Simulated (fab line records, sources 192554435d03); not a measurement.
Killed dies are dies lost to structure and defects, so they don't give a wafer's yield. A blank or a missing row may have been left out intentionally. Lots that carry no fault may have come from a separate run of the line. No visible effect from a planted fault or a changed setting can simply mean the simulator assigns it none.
Code-filled problem report in 8D (eight disciplines) form -- flow n5_finfet -- the parts of the form that need people (team, actions taken, sign-off) are left out

== 1. PROBLEM STATEMENT ==
At N5_BEOL_M8_EXPOSE_25, exposure_dose_mJ_cm2 averages 43.13 over 6 wafers from 2 lots, while fault-free wafers read 42.45, standard deviation 0.054. That puts it +13 standard deviations away from the usual mean.
The step: exposes mask V7, target cd 40 nm.
First seen on wafer L409.1, day 12 10:11, on euv_scanner-02. The record has a number at this step for 35 wafers belonging to 12 lots. By rule, "out" or "out of limits" means more than 4 standard deviations away from the usual mean. The rest of the wafers with a number are treated as sound.

== 2. WHAT IT IS, AND WHAT IT ISN'T ==
question,is,is not
which readings at this step,exposure_dose_mJ_cm2,-
which lots,"L409, L410","L398, L399, L400, L404, L405, L406, L414, L419, L420, L421"
which wafers of those lots,all that have a number,-
read on which tools,euv_scanner-02,euv_scanner-01
when,from day 12 10:11,"up to then (17 sound wafers); but 12 sound wafers of L414, L419, L420, L421 came after"

== 3. THE SUSPECTS, EACH WITH WHAT RULES IT OUT ==
Counting: a tool stays on the suspect list if, at a process step up to the reading, it processed all lots that are out and no sound lot following the first of them.
- rie_diel-05 at N5_BEOL_M8_ETCH_61 (etches SiARC in CF4, target depth 45.5 nm, time 75.8 s): kept. It processed each lot that is out, first L409 at day 12 07:05, and no sound lot thereafter; up to then, the last sound lot it processed was L404 at day 11 00:07.
- euv_scanner-02 at N5_BEOL_M8_EXPOSE_25 (exposes mask V7, target cd 40 nm): kept. It processed each lot that is out, first L409 at day 12 10:11, and no sound lot thereafter; up to then, the last sound lot it processed was L405 at day 11 10:43. Out on those wafers are its own readings of exposure_dose_mJ_cm2.
Remaining after the count are rie_diel-05 at N5_BEOL_M8_ETCH_61 and euv_scanner-02 at N5_BEOL_M8_EXPOSE_25.

== 4. THE CAUSE (what the simulator had put in) ==
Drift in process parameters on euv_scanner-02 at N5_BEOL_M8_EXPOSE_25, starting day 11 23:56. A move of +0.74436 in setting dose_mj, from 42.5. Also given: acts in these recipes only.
Counting leaves 2 suspects; this tool is one of them.

== 5. THE EFFECT CHAIN, in route order ==
One row per reading whose mean, taken over the struck wafers that have a number, lies over 3 standard deviations from the usual. Only readings whose record carries a usual standard deviation are examined. hours: median over the lots of the time between each lot's start at the first step of this table that gives one and its start at this step. sigmas: the change, counted in usual standard deviations.
hours,step,reading,usual,on struck wafers,change,sigmas
0,N5_BEOL_M8_EXPOSE_25,exposure_dose_mJ_cm2,42.45,43.13,+0.68,+13
Here are the process steps it includes:
- N5_BEOL_M8_EXPOSE_25: exposes mask V7, target cd 40 nm.

== 6. HOW IT WOULD HAVE BEEN CAUGHT EARLIER ==
In this record the first reading out of limits was taken at day 12 10:11, 10 hours after the fault began at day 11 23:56.
